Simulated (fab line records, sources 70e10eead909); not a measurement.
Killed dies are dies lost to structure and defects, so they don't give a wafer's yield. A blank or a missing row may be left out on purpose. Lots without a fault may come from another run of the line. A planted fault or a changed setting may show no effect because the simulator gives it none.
Which tool did it? | flow nand_harc | 14 lots, 42 wafers sampled, at 5 steps of a route of 1159

WHAT THE GAUGES READ, wafer by wafer
NHARC_END_SORT_01. Usual: killed_at_array 26, standard deviation 8.4; killed_at_other 0.7, standard deviation 0.97; killed_at_periphery 3.2, standard deviation 2.2; killed_dies 30, standard deviation 8.5; killed_open 3.4, standard deviation 2; killed_short 2, standard deviation 1.3.
lot  | measured     | on        | killed_at_array | killed_at_other | killed_at_periphery | killed_dies | killed_open | killed_short | flag
L295 | day 23 14:11 | prober-01 | 18 24 34        | 1 1 1           | 71 103 93           | 90 128 128  | 5 0 3       | 2 1 1        | OFF
L297 | day 23 21:59 | prober-01 | 39 24 33        | 0 1 1           | 57 95 97            | 96 120 131  | 5 2 4       | 1 1 1        | OFF
L298 | day 23 18:33 | prober-02 | 30 29 16        | 0 0 0           | 104 60 69           | 134 89 85   | 1 8 5       | 4 3 2        | OFF

WHICH TOOL RAN EACH LOT (tool, then ch and the chambers of the sampled wafers, then the start)
lot  | NHARC_A_CONTACT_ETCH_117             | NHARC_THIN_TSV_CMP_01         | NHARC_THIN_TSV_DEGAS_53      | NHARC_THIN_TSV_DESCUM_35
L278 | har_cap_etch-03 ch 0,1, day 16 02:59 | cmp-03 ch 0,1,2, day 18 09:30 | pvd_sputter-03, day 18 15:46 | rie_diel-09 ch 0,1,2, day 18 17:04
L281 | har_cap_etch-02 ch 0,1, day 16 21:01 | cmp-02 ch 0,1,3, day 19 01:37 | pvd_sputter-02, day 19 07:45 | rie_diel-09 ch 0,1, day 19 09:04
L280 | har_cap_etch-02 ch 0,1, day 17 00:55 | cmp-01 ch 1,2,3, day 19 02:48 | pvd_sputter-03, day 19 08:52 | rie_diel-01 ch 0,1, day 19 10:10
L283 | har_cap_etch-02 ch 0,1, day 17 13:42 | cmp-01 ch 0,1, day 19 21:34   | pvd_sputter-02, day 20 03:43 | rie_diel-06 ch 1,2, day 20 04:56
L282 | har_cap_etch-03 ch 0,1, day 17 18:31 | cmp-01 ch 1,2,3, day 19 22:49 | pvd_sputter-02, day 20 04:54 | rie_diel-06 ch 0,1,2, day 20 06:10
L288 | har_cap_etch-02 ch 0,1, day 18 19:30 | cmp-02 ch 0,1,3, day 21 01:01 | pvd_sputter-01, day 21 07:10 | rie_diel-06 ch 0,2,3, day 21 08:29
L287 | har_cap_etch-01 ch 0,1, day 19 01:10 | cmp-02 ch 1,3, day 20 23:49   | pvd_sputter-03, day 21 05:47 | rie_diel-06 ch 1,2,3, day 21 07:00
L290 | har_cap_etch-03 ch 0,1, day 19 11:16 | cmp-03 ch 0,1,2, day 21 17:08 | pvd_sputter-02, day 21 23:08 | rie_diel-06 ch 0,1,3, day 22 00:18
L292 | har_cap_etch-03 ch 0,1, day 19 16:11 | cmp-02 ch 0,2,3, day 21 18:23 | pvd_sputter-01, day 22 00:41 | rie_diel-01 ch 0,3, day 22 01:51
L291 | har_cap_etch-03 ch 0,1, day 20 00:11 | cmp-03 ch 0,2,3, day 21 20:47 | pvd_sputter-02, day 22 02:47 | rie_diel-06 ch 1,2,3, day 22 03:57
L295 | har_cap_etch-03 ch 0,1, day 20 11:39 | cmp-02 ch 0,3, day 22 21:19   | pvd_sputter-03, day 23 03:24 | rie_diel-01 ch 0,1,2, day 23 04:35
L297 | har_cap_etch-03 ch 0,1, day 20 19:09 | cmp-03 ch 0,3, day 22 23:43   | pvd_sputter-03, day 23 06:39 | rie_diel-09 ch 0,1,3, day 23 07:59
L298 | har_cap_etch-03 ch 0,1, day 20 20:54 | cmp-01 ch 0,1,3, day 22 22:34 | pvd_sputter-03, day 23 04:38 | rie_diel-01 ch 0,3, day 23 05:55
L301 | har_cap_etch-01 ch 0,1, day 21 16:20 | cmp-02 ch 2,3, day 23 23:34   | pvd_sputter-02, day 24 05:44 | rie_diel-09 ch 0,1,2, day 24 06:55
- NHARC_A_CONTACT_ETCH_117: etches the open film in C4F8/O2/Ar, time 94 s, target depth 922 nm.
- NHARC_THIN_TSV_CMP_01: polishes.
- NHARC_THIN_TSV_DEGAS_53: time 60 s.
- NHARC_THIN_TSV_DESCUM_35: chemistry O2, time 3 s.

WHAT THE TOOLS THEMSELVES READ (means of the sampled wafers that have a number; where no wafer has one, the mark that the record gives instead)
NHARC_THIN_TSV_CMP_01. Usual: motor_current_A 11.9 A, standard deviation 1.3.
lot  | tool   | motor_current_A (A) | flag
L278 | cmp-03 | 12.4                |
L281 | cmp-02 | 11.7                |
L280 | cmp-01 | 11.1                |
L283 | cmp-01 | 11.0                |
L282 | cmp-01 | 11.2                |
L288 | cmp-02 | 11.6                |
L287 | cmp-02 | 11.0                |
L290 | cmp-03 | 12.0                |
L292 | cmp-02 | 11.0                |
L291 | cmp-03 | 12.1                |
L295 | cmp-02 | 10.9                |
L297 | cmp-03 | 12.7                |
L298 | cmp-01 | 10.9                |
L301 | cmp-02 | 11.2                |

NHARC_THIN_TSV_DEGAS_53. Usual: heater_power_w 456 W, standard deviation 48.
lot  | tool           | heater_power_w (W) | flag
L278 | pvd_sputter-03 | 457                |
L281 | pvd_sputter-02 | 460                |
L280 | pvd_sputter-03 | 448                |
L283 | pvd_sputter-02 | 456                |
L282 | pvd_sputter-02 | 466                |
L288 | pvd_sputter-01 | 447                |
L287 | pvd_sputter-03 | 419                |
L290 | pvd_sputter-02 | 498                |
L292 | pvd_sputter-01 | 440                |
L291 | pvd_sputter-02 | 466                |
L295 | pvd_sputter-03 | 433                |
L297 | pvd_sputter-03 | 433                |
L298 | pvd_sputter-03 | 434                |
L301 | pvd_sputter-02 | 481                |

NHARC_THIN_TSV_DESCUM_35. Usual: drypump_motor_current_A 5.6 A, standard deviation 0.51; oes_product_au 1.001 a.u., standard deviation 0.014; rf_vpp_V 57.6 V, standard deviation 0.93; showerhead_plenum_p_Torr 1.89 Torr, standard deviation 0.078; throttle_valve_pct 11.312 %, standard deviation 0.0091.
lot  | tool        | drypump_motor_current_A (A) | oes_product_au (a.u.) | rf_vpp_V (V) | showerhead_plenum_p_Torr (Torr) | throttle_valve_pct (%) | flag
L278 | rie_diel-09 | 6.3                         | 0.995                 | 57.0         | 1.83                            | 11.312                 |
L281 | rie_diel-09 | 6.4                         | 0.998                 | 56.9         | 1.82                            | 11.310                 |
L280 | rie_diel-01 | 5.5                         | 0.987                 | 57.6         | 1.81                            | 11.309                 |
L283 | rie_diel-06 | 5.6                         | 1.016                 | 58.4         | 2.00                            | 11.319                 |
L282 | rie_diel-06 | 5.4                         | 0.999                 | 57.8         | 1.94                            | 11.320                 |
L288 | rie_diel-06 | 5.4                         | 1.007                 | 57.7         | 1.93                            | 11.312                 |
L287 | rie_diel-06 | 5.6                         | 0.995                 | 58.0         | 1.96                            | 11.308                 |
L290 | rie_diel-06 | 5.3                         | 0.995                 | 57.5         | 1.89                            | 11.311                 |
L292 | rie_diel-01 | 5.3                         | 0.993                 | 56.6         | 1.84                            | 11.308                 |
L291 | rie_diel-06 | 5.6                         | 1.002                 | 57.7         | 1.96                            | 11.306                 |
L295 | rie_diel-01 | 5.7                         | 0.993                 | 57.2         | 1.86                            | 11.321                 |
L297 | rie_diel-09 | 5.9                         | 0.994                 | 57.0         | 1.82                            | 11.308                 |
L298 | rie_diel-01 | 5.3                         | 0.986                 | 57.4         | 1.84                            | 11.317                 |
L301 | rie_diel-09 | 6.3                         | 0.994                 | 57.7         | 1.83                            | 11.310                 |

THE ANSWER, worked out from the rows above alone
Rule: a lot is off if the mean of its wafers that have a number lies more than 3 standard deviations from the usual mean. A lot without any number at a reading at which 4 lots or more have one is off too. The other lots that the step has rows for count as sound. The gauges are gone through in route order, then the tools' own readings, and for those a lot's mean is taken as printed above. The first step at which some lot is off is used, and at that step the reading that is off furthest; a lot without a number counts as furthest.
Off: L295, L297, L298, at NHARC_END_SORT_01 (killed_at_periphery). Neither off nor sound, because the step has no rows for them: L278, L281, L280, L283, L282, L288, L287, L290, L292, L291, L301.
A tool fits if, at a process step before that reading, it ran every lot that is off, and no sound lot after the first of them. The gauges at NHARC_END_SORT_01 are tried like those tools. Can't be told from this: 2 tools fit, har_cap_etch-03 at NHARC_A_CONTACT_ETCH_117, pvd_sputter-03 at NHARC_THIN_TSV_DEGAS_53.

WHAT THE SIMULATOR HAD PUT IN
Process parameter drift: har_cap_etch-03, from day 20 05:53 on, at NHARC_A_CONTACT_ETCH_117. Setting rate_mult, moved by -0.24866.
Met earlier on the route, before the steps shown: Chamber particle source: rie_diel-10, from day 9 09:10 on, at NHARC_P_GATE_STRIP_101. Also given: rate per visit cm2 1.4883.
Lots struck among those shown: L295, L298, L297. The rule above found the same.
